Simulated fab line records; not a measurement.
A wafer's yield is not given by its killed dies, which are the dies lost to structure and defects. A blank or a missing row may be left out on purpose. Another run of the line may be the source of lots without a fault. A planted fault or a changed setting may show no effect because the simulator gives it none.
Chamber matching + flow n5Finfet + N5_BEOL_M3_PRE_CLEAN_60 on cvdCo-01: 3 sister chambers
The step time 15 s. 36 wafers are shown with their chamber, then 12 later ones without.

## EACH WAFER AND ITS CHAMBER
| wafer  | chamber | heaterPowerW (W) |
|--------|---------|------------------|
| L075.1 | 2       | 76               |
| L075.2 | 0       | 76               |
| L075.3 | 1       | 86               |
| L075.4 | 2       | 72               |
| L075.5 | 0       | 76               |
| L075.6 | 1       | 86               |
| L077.2 | 2       | 73               |
| L077.5 | 2       | 74               |
| L077.6 | 1       | 84               |
| L078.1 | 1       | 86               |
| L078.3 | 0       | 76               |
| L078.5 | 2       | 75               |
| L080.1 | 2       | 75               |
| L080.2 | 1       | 87               |
| L080.3 | 0       | 76               |
| L080.4 | 0       | 76               |
| L080.5 | 2       | 73               |
| L080.6 | 1       | 88               |
| L082.2 | 2       | 76               |
| L082.4 | 2       | 76               |
| L082.6 | 1       | 88               |
| L084.3 | 1       | 86               |
| L084.4 | 1       | 86               |
| L084.5 | 2       | 76               |
| L087.3 | 2       | 76               |
| L087.4 | 2       | 76               |
| L087.6 | 0       | 76               |
| L088.2 | 1       | 83               |
| L088.3 | 2       | 76               |
| L088.5 | 2       | 76               |
| L090.3 | 1       | 86               |
| L090.4 | 0       | 77               |
| L090.6 | 1       | 88               |
| L091.1 | 0       | 77               |
| L091.2 | 2       | 75               |
| L091.3 | 0       | 78               |

SIGNATURES (means of the wafers above)
| reading      | chamber 0 | chamber 1 | chamber 2 | scatter within a chamber |
|--------------|-----------|-----------|-----------|--------------------------|
| heaterPowerW | 76.44     | 86.17     | 75.00     | 1.3                      |
Rule: for each reading, subtract the chamber's mean from the wafer's reading, divide by that reading's scatter and square the result; add these up over the readings and take the root, which gives the wafer's distance from the chamber. If the next closest chamber is less than 2 further off than the closest, the wafer can't be placed; otherwise it belongs to the closest. The scatter is the square root of a quotient: the sum, over the shown wafers, of each reading's squared deviation from its chamber's mean, divided by wafers minus chambers.

## WAFERS MISSING THEIR CHAMBER
| wafer  | heaterPowerW (W) |
|--------|------------------|
| L091.4 | 76               |
| L091.5 | 77               |
| L091.6 | 78               |
| L092.2 | 76               |
| L092.4 | 77               |
| L092.6 | 76               |
| L093.2 | 78               |
| L093.5 | 87               |
| L093.6 | 77               |
| L096.2 | 75               |
| L096.3 | 78               |
| L096.4 | 74               |

## WHICH CHAMBER EACH WENT THROUGH
| wafer  | from the rows above     | in truth |
|--------|-------------------------|----------|
| L091.4 | can't be placed: 0 or 2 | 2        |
| L091.5 | can't be placed: 0 or 2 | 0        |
| L091.6 | can't be placed: 0 or 2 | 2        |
| L092.2 | can't be placed: 0 or 2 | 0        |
| L092.4 | can't be placed: 0 or 2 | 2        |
| L092.6 | can't be placed: 0 or 2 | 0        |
| L093.2 | can't be placed: 0 or 2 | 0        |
| L093.5 | 1                       | 1        |
| L093.6 | can't be placed: 0 or 2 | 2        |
| L096.2 | can't be placed: 2 or 0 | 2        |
| L096.3 | can't be placed: 0 or 2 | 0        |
| L096.4 | can't be placed: 2 or 0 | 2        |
Placed correctly: 1 of 12. Not placeable from these rows: 11 (in 11, the candidates include the true chamber). Placed wrongly: 0.
